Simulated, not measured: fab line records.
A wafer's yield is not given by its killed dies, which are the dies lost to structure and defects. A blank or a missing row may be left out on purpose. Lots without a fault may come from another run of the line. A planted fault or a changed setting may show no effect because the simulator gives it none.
fab line records	flow n5_finfet
record: lots: 7	wafers: 39
route steps=1938 shown HKMG_FIN@403 BEOL_M0_SAQP@640 BEOL_M1@751 BEOL_M7@1263 BEOL_M9@1401
start_h: the number of hours between the record's first day and the start of the first shown wafer of the lot	wait_h: time in hours since the lot's previous step	" the same as in the row above	L1.1+2: a single row standing in for several wafers	- no value, or no start given	* or withheld: withheld	< > ~ a bound
route shown NAME@n: a module of which the file shows steps, and the number in the route of the first	usual: mean and standard deviation over wafers with no fault	same: alike in all rows	chamber/n: place in a boat	sites: the reading at each site	_std_site: their standard deviation	_edge_site: the outer-site mean with the inner-site mean subtracted	radius_mm: for every site, how far away it sits from the centre of the wafer	mask NAME#n: copy n	behind: the last tool/chamber to shape the wafer	hold: cause of the lot's hold/its duration in hours/its outcome	device: whichever transistor did not switch (one of n, p or np)	end of line: the tests these same wafers got at the end of their route	step lacking rows: just its recipe	killed: dies that structure and defects cost at the first sort, which is not the same as the wafer's yield	map: dies across one wafer; x = killed, . = not, _ = none there
set.NAME: the run value of the setting; set.NAME@STEP: its run value at that earlier step	model.NAME: the simulator's own value behind a step, which no gauge read
lots whose settings were changed on purpose; a table a step, a row a wafer
== steps ==
step: N5_HKMG_FIN_ETCH_55
recipe: chemistry: N2/H2	target: SOC	target_depth_a: 2400	temp_c: 40	time_s: 300	ion_energy_ev: 200	mask_material: SiARC	pressure_mtorr: 30	source_w: 840	bias_w: 150	n2_flow_sccm: 200	h2_flow_sccm: 200
lot.wafer	tool	chamber	start_h	wait_h	set.time_s	model.etch.depth_nm	model.HKMG_FIN.feature_depth_nm	model.SiARC_of_HKMG_FIN_COAT_42.thk_nm
L074.1	rie_diel-04	2	71.73	0.0	377.1	303.5	303.6	17.2
L074.2	"	1	"	"	300	245.2	245.2	20.8
L074.3	"	3	"	"	300	249.1	249.2	20.8
L074.4	"	0	"	"	377.1	295	295	17.6
L074.5	"	1	"	"	300	246.6	246.6	21
L074.6	"	2	"	"	377.1	302.5	302.6	17.2
L087.1	rie_diel-02	2	152.68	0.0	300	229.7	229.6	21
L087.2	"	1	"	"	300	239.2	239.2	21.2
L087.3	"	3	"	"	300	230.7	230.6	21.6
L087.4	"	0	"	"	300	254.2	254.2	20.4
L087.5	"	3	"	"	300	230.9	231	21.6
L087.6	"	2	"	"	300	229.4	229.4	21.2
L089.1	rie_diel-04	2	161.35	0.0	450.3	370.2	370.2	13.4
L089.2	"	0	"	"	450.3	348.1	348	14.6
L089.3	"	1	"	"	300	238.4	238.4	21.6
L089.4	"	3	"	"	300	252	252	20.8
L089.5	"	3	"	"	450.3	378.3	378.2	13.6
L089.6	"	0	"	"	300	228.8	228.8	21.6
L092.1	rie_diel-04	2	180.18	0.1	464.4	382.2	382.2	12.6
L092.2	"	3	"	"	300	251.5	251.4	20.8
L092.3	"	2	"	"	464.4	377.5	377.4	13
L092.4	"	3	"	"	300	250.6	250.6	20.8
L092.5	"	3	"	"	464.4	389.5	389.6	12.8
L092.6	"	2	"	"	300	244.4	244.4	20.8
L093.1	rie_diel-02	2	188.82	0.0	300	230.7	230.8	21.2
L093.2	"	1	"	"	300	240.2	240.2	21.2
L093.3	"	3	"	"	300	232.5	232.4	21.8
L093.4	"	0	"	"	300	251	251	20.6
L093.5	"	0	"	"	300	252.1	252.2	20.6
L093.6	"	3	"	"	300	230.9	231	21.8
L094.3	rie_diel-01	2	192.10	0.0	300	245.6	245.6	20.8
L094.4	"	1	"	"	300	239.1	239.2	20.8
L094.6	"	3	"	"	300	235.2	235.2	21.8
L095.1	rie_diel-04	0	198.96	0.0	300	236.6	236.6	21.2
L095.2	"	2	"	"	353.3	283.8	283.8	18.4
L095.3	"	1	"	"	300	236.5	236.6	21.4
L095.4	"	0	"	"	353.3	276.2	276.2	18.8
L095.5	"	1	"	"	353.3	277.7	277.6	19.2
L095.6	"	2	"	"	300	243.2	243.2	20.8
step: N5_BEOL_M0_SAQP_HM_DEP_111
recipe: material: SiO2	target_thk_a: 120	temp_c: 400	precursor: SiH4/N2O	pressure_torr: 0.75	rf_w: 275	time_s: 7.2
lot.wafer	tool	chamber	start_h	wait_h	set.time_s	model.SiO2_of_BEOL_M0_SAQP_HM_DEP_111.thk_nm
L074.1	pecvd-02	1	106.09	0.0	10.73	17.4
L074.2+3	"	2	"	"	7.2	11.6
L074.4	"	1	"	"	7.2	11.8
L074.5	"	1	"	"	10.73	17.6
L074.6	"	2	"	"	10.73	17.8
L087.1	pecvd-01	2	186.15	0.0	7.2	11.6
L087.2	"	0	"	"	7.2	11.4
L087.3	"	1	"	"	4.213	6.6
L087.4	"	2	"	"	7.2	11.8
L087.5+6	"	1,0	"	"	4.213	6.8
L089.1+4	pecvd-02	1	198.50	0.0	7.2	11.8
L089.2+3	"	0,2	"	"	7.2	11.6
L089.5+6	"	2,0	"	"	7.2	12
L092.1	pecvd-01	1	214.42	0.0	7.2	11.6
L092.2	"	0	"	"	7.2	11.8
L092.3	"	2	"	"	8.632	14
L092.4	"	0	"	"	7.2	12
L092.5+6	"	2,1	"	"	8.632	14.2
L093.1	pecvd-01	1	226.31	0.0	11.33	18.4
L093.2+3+4	"	0,2,1	"	"	7.2	11.6
L093.5	"	0	"	"	11.33	18.6
L093.6	"	2	"	"	11.33	18.8
L094.3	pecvd-04	1	226.63	0.0	7.2	11.8
L094.4+6	"	2,1	"	"	7.2	12.2
L095.1	pecvd-02	1	236.41	0.0	7.2	11.4
L095.2+3+4	"	0,2,2	"	"	7.2	12
L095.5	"	0	"	"	7.2	12.2
L095.6	"	1	"	"	7.2	11.8
step: N5_BEOL_M0_SAQP_COAT_81
recipe: resist: SOC	temp_c: 250	time_s: 60	spin_rpm: 1500	resist_thk_nm: 100
step: N5_BEOL_M0_SAQP_COAT_82
recipe: resist: SiARC	temp_c: 220	time_s: 60	spin_rpm: 1500	resist_thk_nm: 30
step: N5_BEOL_M0_SAQP_ETCH_84
recipe: chemistry: N2/H2	target: SOC	target_depth_a: 1000	overetch_a: 200	mask_material: SiARC	temp_c: 40	time_s: 150	ion_energy_ev: 200	pressure_mtorr: 30	source_w: 840	bias_w: 150	n2_flow_sccm: 200	h2_flow_sccm: 200
step: N5_BEOL_M0_SAQP_STRIP_80
recipe: chemistry: N2/H2	temp_c: 40	n2_flow_sccm: 200	h2_flow_sccm: 200	rf_frequency_hz: 6e+07
step: N5_BEOL_M0_SAQP_HM_OPEN_112
recipe: chemistry: CHF3/O2	target: SiO2	stop_on: a-Si	target_depth_a: 120	over_etch_frac: 1.25	mask_material: SOC	time_s: 13.5	pressure_mtorr: 30	source_w: 650	bias_w: 170	Ar_flow_sccm: 200	CHF3_flow_sccm: 50	O2_flow_sccm: 5	ion_energy_ev: 200	ends: end_point
lot.wafer	tool	chamber	start_h	wait_h	set.time_s@BEOL_M0_SAQP_HM_DEP_111	model.etch.depth_nm
L074.1	rie_diel-05	0	106.84	0.0	10.73	17.33
L074.2+3	"	1,2	"	"	7.2	11.65
L074.4	"	3	"	"	7.2	11.73
L074.5	"	3	"	"	10.73	17.63
L074.6	"	2	"	"	10.73	17.72
L087.1	rie_diel-03	2	186.88	0.0	7.2	11.55
L087.2	"	0	"	"	7.2	11.49
L087.3	"	3	"	"	4.213	6.647
L087.4	"	1	"	"	7.2	11.84
L087.5	"	1	"	"	4.213	6.807
L087.6	"	0	"	"	4.213	6.79
L089.1	rie_diel-03	2	199.22	0.0	7.2	11.75
L089.2	"	0	"	"	7.2	11.59
L089.3	"	3	"	"	7.2	11.64
L089.4	"	1	"	"	7.2	11.88
L089.5	"	0	"	"	7.2	12.08
L089.6	"	1	"	"	7.2	12
L092.1	rie_diel-03	3	215.14	0.0	7.2	11.69
L092.2	"	2	"	"	7.2	11.74
L092.3	"	1	"	"	8.632	13.95
L092.4	"	0	"	"	7.2	11.98
L092.5	"	3	"	"	8.632	14.19
L092.6	"	2	"	"	8.632	14.1
L093.1	rie_diel-06	3	227.16	0.0	11.33	18.45
L093.2	"	0	"	"	7.2	11.66
L093.3	"	1	"	"	7.2	11.56
L093.4	"	2	"	"	7.2	11.58
L093.5	"	0	"	"	11.33	18.61
L093.6	"	3	"	"	11.33	18.83
L094.3	rie_diel-03	1	227.35	0.0	7.2	11.89
L094.4	"	3	"	"	7.2	12.23
L094.6	"	2	"	"	7.2	12.15
L095.1	rie_diel-03	1	237.01	0.0	7.2	11.47
L095.2	"	2	"	"	7.2	11.95
L095.3	"	0	"	"	7.2	11.99
L095.4	"	3	"	"	7.2	11.94
L095.5	"	0	"	"	7.2	12.28
L095.6	"	3	"	"	7.2	11.82
step: N5_BEOL_M1_ILD_DEP_00
recipe: material: SiOC	target_thk_a: 790	temp_c: 350	precursor: DEMS/O2	pressure_torr: 5	rf_w: 500	time_s: 15.3
lot.wafer	tool	chamber	start_h	wait_h	set.target_thk_a	model.SiOC_of_BEOL_M1_ILD_DEP_00.thk_nm
L074.1	pecvd-04	0	119.38	0.0	790	78.6
L074.2	"	1	"	"	790	77.2
L074.3	"	0	"	"	593.5	59.4
L074.4	"	1	"	"	593.5	56.8
L074.5	"	1	"	"	790	77.6
L074.6	"	0	"	"	593.5	60.4
L087.1	pecvd-03	0	198.71	0.0	790	77
L087.2	"	2	"	"	790	78.2
L087.3	"	2	"	"	496.8	50.4
L087.4	"	0	"	"	496.8	48
L087.5	"	2	"	"	790	80.6
L087.6	"	0	"	"	496.8	48.6
L089.1	pecvd-04	1	209.42	0.0	790	79.8
L089.2	"	0	"	"	790	78.6
L089.3+6	"	1	"	"	790	80.8
L089.4	"	0	"	"	790	80.6
L089.5	"	0	"	"	790	81
L092.1	pecvd-04	1	227.83	0.0	790	79.6
L092.2+5	"	0,2	"	"	790	79.4
L092.3	"	2	"	"	790	79
L092.4	"	1	"	"	790	80.6
L092.6	"	0	"	"	790	80.8
L094.3	pecvd-04	0	241.02	0.0	790	79.4
L094.4	"	2	"	"	790	80.4
L094.6	"	0	"	"	790	80.8
L093.1	pecvd-03	0	242.53	0.0	790	76.6
L093.2	"	1	"	"	952.5	95.2
L093.3	"	2	"	"	790	77.2
L093.4	"	1	"	"	952.5	96
L093.5	"	0	"	"	952.5	94
L093.6	"	2	"	"	790	79
L095.1	pecvd-04	0	248.29	0.0	790	80.4
L095.2	"	1	"	"	790	79.6
L095.3	"	2	"	"	330.2	32.6
L095.4	"	2	"	"	330.2	34
L095.5	"	0	"	"	330.2	34.2
L095.6	"	1	"	"	790	80.6
step: N5_BEOL_M1_THK_MEAS_01
recipe: reads: SiOC_of_BEOL_M1_ILD_DEP_00
usual: M1_ILD_THK: 78.5/1.3
lot.wafer	tool	chamber	start_h	wait_h	set.target_thk_a@BEOL_M1_ILD_DEP_00	M1_ILD_THK[nm]
L074.1	film_metro-01	-	119.46	0.1	790	78.6
L074.2	"	-	"	"	790	77.1
L074.3	"	-	"	"	593.5	59.5
L074.4	"	-	"	"	593.5	56.9
L074.5	"	-	"	"	790	77.6
L074.6	"	-	"	"	593.5	60.5
L087.1	film_metro-01	-	198.79	0.1	790	77.1
L087.2	"	-	"	"	790	78.1
L087.3	"	-	"	"	496.8	50.4
L087.4	"	-	"	"	496.8	48.1
L087.5	"	-	"	"	790	80.6
L087.6	"	-	"	"	496.8	48.6
L089.1	film_metro-02	-	209.50	0.1	790	79.9
L089.2	"	-	"	"	790	78.6
L089.3	"	-	"	"	790	80.9
L089.4	"	-	"	"	790	80.6
L089.5	"	-	"	"	790	81.0
L089.6	"	-	"	"	790	80.7
L092.1	film_metro-02	-	227.89	0.0	790	79.8
L092.2	"	-	"	"	790	79.3
L092.3	"	-	"	"	790	78.9
L092.4	"	-	"	"	790	80.6
L092.5	"	-	"	"	790	79.4
L092.6	"	-	"	"	790	80.8
L094.3	film_metro-01	-	241.09	0.1	790	79.5
L094.4	"	-	"	"	790	80.4
L094.6	"	-	"	"	790	80.7
L093.1	film_metro-01	-	242.60	0.0	790	76.6
L093.2	"	-	"	"	952.5	95.2
L093.3	"	-	"	"	790	77.1
L093.4	"	-	"	"	952.5	96.1
L093.5	"	-	"	"	952.5	94.0
L093.6	"	-	"	"	790	79.0
L095.1	film_metro-02	-	248.36	0.0	790	80.4
L095.2	"	-	"	"	790	79.6
L095.3	"	-	"	"	330.2	32.7
L095.4	"	-	"	"	330.2	34.1
L095.5	"	-	"	"	330.2	34.3
L095.6	"	-	"	"	790	80.7
step: N5_BEOL_M7_ILD_DEP_00
recipe: material: SiCOH_lowk	target_thk_a: 1797.5	temp_c: 300	precursor: DEMS/porogen	pressure_torr: 5	rf_w: 500	time_s: 33.4
lot.wafer	tool	chamber	start_h	wait_h	set.target_thk_a	model.SiCOH_lowk_of_BEOL_M7_ILD_DEP_00.thk_nm
L074.1	pecvd-04	1	184.75	0.0	2319	233.2
L074.2	"	2	"	"	1797.5	181.4
L074.3	"	0	"	"	2319	232
L074.4	"	0	"	"	1797.5	185.4
L074.5	"	1	"	"	1797.5	182.8
L074.6	"	2	"	"	2319	235
L087.1	pecvd-04	2	277.08	0.1	1797.5	178.4
L087.2	"	1	"	"	1797.5	179.6
L087.3	"	0	"	"	1797.5	179.8
L087.4	"	2	"	"	1797.5	181.8
L087.5	"	1	"	"	1797.5	182.2
L087.6	"	0	"	"	1797.5	182.8
L089.1	pecvd-04	2	296.67	0.0	1797.5	180.8
L089.2+6	"	1,2	"	"	1797.5	182.2
L089.3	"	0	"	"	1797.5	180.4
L089.4	"	1	"	"	1797.5	184.6
L089.5	"	0	"	"	1797.5	183.4
L092.1	pecvd-02	2	308.15	0.0	858.6	84.6
L092.2	"	1	"	"	858.6	83.8
L092.3	"	0	"	"	1797.5	178.4
L092.4	"	1	"	"	1797.5	178.8
L092.5	"	0	"	"	858.6	87.2
L092.6	"	2	"	"	1797.5	180.6
L094.3	pecvd-01	1	309.96	0.0	1797.5	176.8
L094.4	"	0	"	"	1797.5	177.4
L094.6	"	2	"	"	1797.5	183.4
L095.1	pecvd-01	1	310.51	0.0	1797.5	179.6
L095.2	"	2	"	"	1797.5	181.2
L095.3	"	0	"	"	1797.5	180.2
L095.4	"	2	"	"	1797.5	184.2
L095.5	"	0	"	"	1797.5	181.6
L095.6	"	1	"	"	1797.5	182.2
L093.1	pecvd-02	2	315.58	0.0	2511	246
L093.2	"	1	"	"	1797.5	176.6
L093.3	"	0	"	"	1797.5	176.4
L093.4	"	2	"	"	2511	253
L093.5	"	1	"	"	1797.5	179.2
L093.6	"	0	"	"	2511	250.4
step: N5_BEOL_M7_CURE_74
recipe: temp_c: 385	time_s: 240	ambient: He/Ar	material: SiCOH_lowk
lot.wafer	tool	chamber	start_h	wait_h	set.target_thk_a@BEOL_M7_ILD_DEP_00	model.SiCOH_lowk_of_BEOL_M7_ILD_DEP_00.thk_nm
L074.1	uv_cure-01	2	184.82	0.0	2319	201.8
L074.2	"	2	"	"	1797.5	156.4
L074.3	"	2	"	"	2319	200.6
L074.4	"	2	"	"	1797.5	160
L074.5	"	2	"	"	1797.5	157.8
L074.6	"	2	"	"	2319	203.4
L087.1	uv_cure-03	1	277.17	0.1	1797.5	153.8
L087.2+3	"	1	"	"	1797.5	155
L087.4	"	1	"	"	1797.5	156.8
L087.5	"	1	"	"	1797.5	157.2
L087.6	"	1	"	"	1797.5	157.6
L089.1	uv_cure-02	2	296.73	0.0	1797.5	156
L089.2+6	"	2	"	"	1797.5	157.2
L089.3	"	2	"	"	1797.5	155.4
L089.4	"	2	"	"	1797.5	159.2
L089.5	"	2	"	"	1797.5	158.2
L092.1	uv_cure-02	2	308.21	0.0	858.6	72.6
L092.2	"	2	"	"	858.6	71.8
L092.3+4	"	2	"	"	1797.5	154
L092.5	"	2	"	"	858.6	74.8
L092.6	"	2	"	"	1797.5	155.8
L094.3	uv_cure-01	2	310.18	0.2	1797.5	152.4
L094.4	"	2	"	"	1797.5	152.8
L094.6	"	2	"	"	1797.5	158.2
L095.1	uv_cure-03	2	310.58	0.0	1797.5	154.8
L095.2	"	2	"	"	1797.5	156.2
L095.3	"	2	"	"	1797.5	155.4
L095.4	"	2	"	"	1797.5	158.8
L095.5	"	2	"	"	1797.5	156.6
L095.6	"	2	"	"	1797.5	157.2
L093.1	uv_cure-02	1	315.65	0.0	2511	213
L093.2	"	1	"	"	1797.5	152.2
L093.3	"	1	"	"	1797.5	152
L093.4	"	1	"	"	2511	219
L093.5	"	1	"	"	1797.5	154.4
L093.6	"	1	"	"	2511	216.8
step: N5_BEOL_M7_THK_MEAS_01
recipe: reads: SiCOH_lowk_of_BEOL_M7_ILD_DEP_00
usual: M7_ILD_THK: 154.9/1.9
lot.wafer	tool	chamber	start_h	wait_h	set.target_thk_a@BEOL_M7_ILD_DEP_00	M7_ILD_THK[nm]
L074.1	film_metro-01	-	185.33	0.4	2319	201.5
L074.2	"	-	"	"	1797.5	156.4
L074.3	"	-	"	"	2319	200.6
L074.4	"	-	"	"	1797.5	159.8
L074.5	"	-	"	"	1797.5	157.8
L074.6	"	-	"	"	2319	203.3
L087.1	film_metro-01	-	277.68	0.4	1797.5	153.9
L087.2	"	-	"	"	1797.5	154.9
L087.3	"	-	"	"	1797.5	155.2
L087.4	"	-	"	"	1797.5	156.8
L087.5	"	-	"	"	1797.5	157.2
L087.6	"	-	"	"	1797.5	157.7
L089.1	film_metro-02	-	297.24	0.4	1797.5	155.9
L089.2	"	-	"	"	1797.5	157.2
L089.3	"	-	"	"	1797.5	155.5
L089.4	"	-	"	"	1797.5	159.3
L089.5	"	-	"	"	1797.5	158.1
L089.6	"	-	"	"	1797.5	157.2
L092.1	film_metro-01	-	308.72	0.4	858.6	72.4
L092.2	"	-	"	"	858.6	71.9
L092.3	"	-	"	"	1797.5	153.9
L092.4	"	-	"	"	1797.5	154.1
L092.5	"	-	"	"	858.6	74.7
L092.6	"	-	"	"	1797.5	155.8
L094.3	film_metro-02	-	310.54	0.3	1797.5	152.4
L094.4	"	-	"	"	1797.5	152.8
L094.6	"	-	"	"	1797.5	158.1
L095.1	film_metro-01	-	311.09	0.4	1797.5	154.8
L095.2	"	-	"	"	1797.5	156.3
L095.3	"	-	"	"	1797.5	155.3
L095.4	"	-	"	"	1797.5	158.7
L095.5	"	-	"	"	1797.5	156.8
L095.6	"	-	"	"	1797.5	157.2
L093.1	film_metro-02	-	316.16	0.4	2511	212.8
L093.2	"	-	"	"	1797.5	152.3
L093.3	"	-	"	"	1797.5	152.0
L093.4	"	-	"	"	2511	218.9
L093.5	"	-	"	"	1797.5	154.4
L093.6	"	-	"	"	2511	217.1
step: N5_BEOL_M9_ILD_DEP_00
recipe: material: SiCOH_lowk	target_thk_a: 3085.1	temp_c: 300	precursor: DEMS/porogen	pressure_torr: 5	rf_w: 500	time_s: 58
lot.wafer	tool	chamber	start_h	wait_h	set.time_s	model.SiCOH_lowk_of_BEOL_M9_ILD_DEP_00.thk_nm
L074.1	pecvd-02	2	199.43	0.0	58	307.4
L074.2	"	1	"	"	58	306.4
L074.3	"	0	"	"	78.43	412.4
L074.4	"	2	"	"	58	311.8
L074.5	"	1	"	"	78.43	419.8
L074.6	"	0	"	"	78.43	418.2
L087.1	pecvd-02	2	301.85	0.0	82.23	433.2
L087.2	"	0	"	"	58	304
L087.3	"	1	"	"	58	303.2
L087.4	"	1	"	"	82.23	437.4
L087.5	"	0	"	"	58	310.4
L087.6	"	2	"	"	82.23	435.8
L089.1	pecvd-03	1	312.86	0.0	58	304.2
L089.2	"	2	"	"	37.45	196.2
L089.3	"	0	"	"	37.45	191.4
L089.4	"	1	"	"	37.45	203.6
L089.5	"	0	"	"	58	301.2
L089.6	"	2	"	"	58	312.2
L092.1	pecvd-03	0	321.31	0.0	58	297.4
L092.2	"	2	"	"	58	307.8
L092.3	"	1	"	"	58	303.6
L092.4	"	2	"	"	58	309.4
L092.5	"	0	"	"	58	304.6
L092.6	"	1	"	"	58	307.6
L094.3	pecvd-03	0	325.02	0.0	58	301.4
L094.4	"	0	"	"	58	305.8
L094.6	"	1	"	"	58	306.4
L095.1	pecvd-03	1	325.70	0.0	58	313.2
L095.2	"	0	"	"	58	307
L095.3	"	2	"	"	33.97	185.6
L095.4	"	0	"	"	33.97	184
L095.5	"	2	"	"	58	315.8
L095.6	"	1	"	"	33.97	191.2
L093.1	pecvd-04	1	335.91	0.0	58	306.2
L093.2	"	0	"	"	58	313
L093.3	"	2	"	"	58	300
L093.4	"	0	"	"	58	312.4
L093.5	"	1	"	"	58	310.6
L093.6	"	2	"	"	58	306.6
step: N5_BEOL_M9_CURE_71
recipe: temp_c: 385	time_s: 240	ambient: He/Ar	material: SiCOH_lowk
lot.wafer	tool	chamber	start_h	wait_h	set.time_s@BEOL_M9_ILD_DEP_00	model.SiCOH_lowk_of_BEOL_M9_ILD_DEP_00.thk_nm
L074.1	uv_cure-02	2	199.51	0.0	58	267.2
L074.2	"	2	"	"	58	266.2
L074.3	"	2	"	"	78.43	360.4
L074.4	"	2	"	"	58	270.8
L074.5	"	2	"	"	78.43	367
L074.6	"	2	"	"	78.43	365.6
L087.1	uv_cure-02	0	301.93	0.0	82.23	378.8
L087.2	"	0	"	"	58	264
L087.3	"	0	"	"	58	263.4
L087.4	"	0	"	"	82.23	382.8
L087.5	"	0	"	"	58	269.6
L087.6	"	0	"	"	82.23	381.2
L089.1	uv_cure-02	1	312.94	0.0	58	264.2
L089.2	"	1	"	"	37.45	169.4
L089.3	"	1	"	"	37.45	165
L089.4	"	1	"	"	37.45	175.8
L089.5	"	1	"	"	58	261.6
L089.6	"	1	"	"	58	271.4
L092.1	uv_cure-03	2	321.38	0.0	58	258.2
L092.2	"	2	"	"	58	267.4
L092.3	"	2	"	"	58	263.8
L092.4	"	2	"	"	58	268.8
L092.5	"	2	"	"	58	264.6
L092.6	"	2	"	"	58	267.2
L094.3	uv_cure-02	0	325.42	0.4	58	261.8
L094.4	"	0	"	"	58	265.6
L094.6	"	0	"	"	58	266.2
L095.1	uv_cure-03	0	325.78	0.0	58	272
L095.2	"	0	"	"	58	266.6
L095.3	"	0	"	"	33.97	160.2
L095.4	"	0	"	"	33.97	158.8
L095.5	"	0	"	"	58	274.4
L095.6	"	0	"	"	33.97	165
L093.1	uv_cure-03	2	335.99	0.0	58	266
L093.2	"	2	"	"	58	272
L093.3	"	2	"	"	58	260.6
L093.4	"	2	"	"	58	271.4
L093.5	"	2	"	"	58	269.8
L093.6	"	2	"	"	58	266.2
step: N5_BEOL_M9_THK_MEAS_01
recipe: reads: SiCOH_lowk_of_BEOL_M9_ILD_DEP_00
usual: M9_ILD_THK: 267/4.3
lot.wafer	tool	chamber	start_h	wait_h	set.time_s@BEOL_M9_ILD_DEP_00	M9_ILD_THK[nm]
L074.1	film_metro-01	-	200.02	0.4	58	267
L074.2	"	-	"	"	58	266
L074.3	"	-	"	"	78.43	360
L074.4	"	-	"	"	58	271
L074.5	"	-	"	"	78.43	367
L074.6	"	-	"	"	78.43	366
L087.1	film_metro-02	-	302.44	0.4	82.23	379
L087.2	"	-	"	"	58	264
L087.3	"	-	"	"	58	263
L087.4	"	-	"	"	82.23	383
L087.5	"	-	"	"	58	270
L087.6	"	-	"	"	82.23	381
L089.1	film_metro-02	-	313.95	0.8	58	264
L089.2	"	-	"	"	37.45	169
L089.3	"	-	"	"	37.45	165
L089.4	"	-	"	"	37.45	176
L089.5	"	-	"	"	58	262
L089.6	"	-	"	"	58	271
L092.1	film_metro-01	-	321.90	0.4	58	258
L092.2	"	-	"	"	58	267
L092.3	"	-	"	"	58	264
L092.4	"	-	"	"	58	269
L092.5	"	-	"	"	58	264
L092.6	"	-	"	"	58	267
L094.3	film_metro-01	-	326.09	0.5	58	262
L094.4	"	-	"	"	58	266
L094.6	"	-	"	"	58	266
L095.1	film_metro-01	-	326.29	0.4	58	272
L095.2	"	-	"	"	58	267
L095.3	"	-	"	"	33.97	160
L095.4	"	-	"	"	33.97	159
L095.5	"	-	"	"	58	274
L095.6	"	-	"	"	33.97	165
L093.1	film_metro-02	-	336.50	0.4	58	266
L093.2	"	-	"	"	58	272
L093.3	"	-	"	"	58	260
L093.4	"	-	"	"	58	272
L093.5	"	-	"	"	58	270
L093.6	"	-	"	"	58	266
== key ==
split: step: N5_HKMG_FIN_ETCH_55	setting: time_s	stated: 300	by: wafer
response: step: N5_HKMG_FIN_ETCH_55	reading: model.etch.depth_nm	change: +2.43	per: 1%	r: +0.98
response: step: N5_HKMG_FIN_ETCH_55	reading: model.HKMG_FIN.feature_depth_nm	change: +2.43	per: 1%	r: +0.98
response: step: N5_HKMG_FIN_ETCH_55	reading: model.SiARC_of_HKMG_FIN_COAT_42.thk_nm	change: -0.146	per: 1%	r: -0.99
split: step: N5_BEOL_M0_SAQP_HM_DEP_111	setting: time_s	stated: 7.2	by: wafer
response: step: N5_BEOL_M0_SAQP_HM_DEP_111	reading: model.SiO2_of_BEOL_M0_SAQP_HM_DEP_111.thk_nm	change: +0.12	per: 1%	r: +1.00
response: step: N5_BEOL_M0_SAQP_HM_OPEN_112	reading: model.etch.depth_nm	change: +0.12	per: 1%	r: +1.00
split: step: N5_BEOL_M1_ILD_DEP_00	setting: target_thk_a	stated: 790	by: wafer
response: step: N5_BEOL_M1_ILD_DEP_00	reading: model.SiOC_of_BEOL_M1_ILD_DEP_00.thk_nm	change: +0.799	per: 1%	r: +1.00
response: step: N5_BEOL_M1_THK_MEAS_01	reading: M1_ILD_THK	change: +0.798	per: 1%	r: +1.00
split: step: N5_BEOL_M7_ILD_DEP_00	setting: target_thk_a	stated: 1797.5	by: wafer
response: step: N5_BEOL_M7_ILD_DEP_00	reading: model.SiCOH_lowk_of_BEOL_M7_ILD_DEP_00.thk_nm	change: +1.8	per: 1%	r: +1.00
response: step: N5_BEOL_M7_CURE_74	reading: model.SiCOH_lowk_of_BEOL_M7_ILD_DEP_00.thk_nm	change: +1.56	per: 1%	r: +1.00
response: step: N5_BEOL_M7_THK_MEAS_01	reading: M7_ILD_THK	change: +1.56	per: 1%	r: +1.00
split: step: N5_BEOL_M9_ILD_DEP_00	setting: time_s	stated: 58	by: wafer
response: step: N5_BEOL_M9_ILD_DEP_00	reading: model.SiCOH_lowk_of_BEOL_M9_ILD_DEP_00.thk_nm	change: +3.07	per: 1%	r: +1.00
response: step: N5_BEOL_M9_CURE_71	reading: model.SiCOH_lowk_of_BEOL_M9_ILD_DEP_00.thk_nm	change: +2.71	per: 1%	r: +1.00
response: step: N5_BEOL_M9_THK_MEAS_01	reading: M9_ILD_THK	change: +2.71	per: 1%	r: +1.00
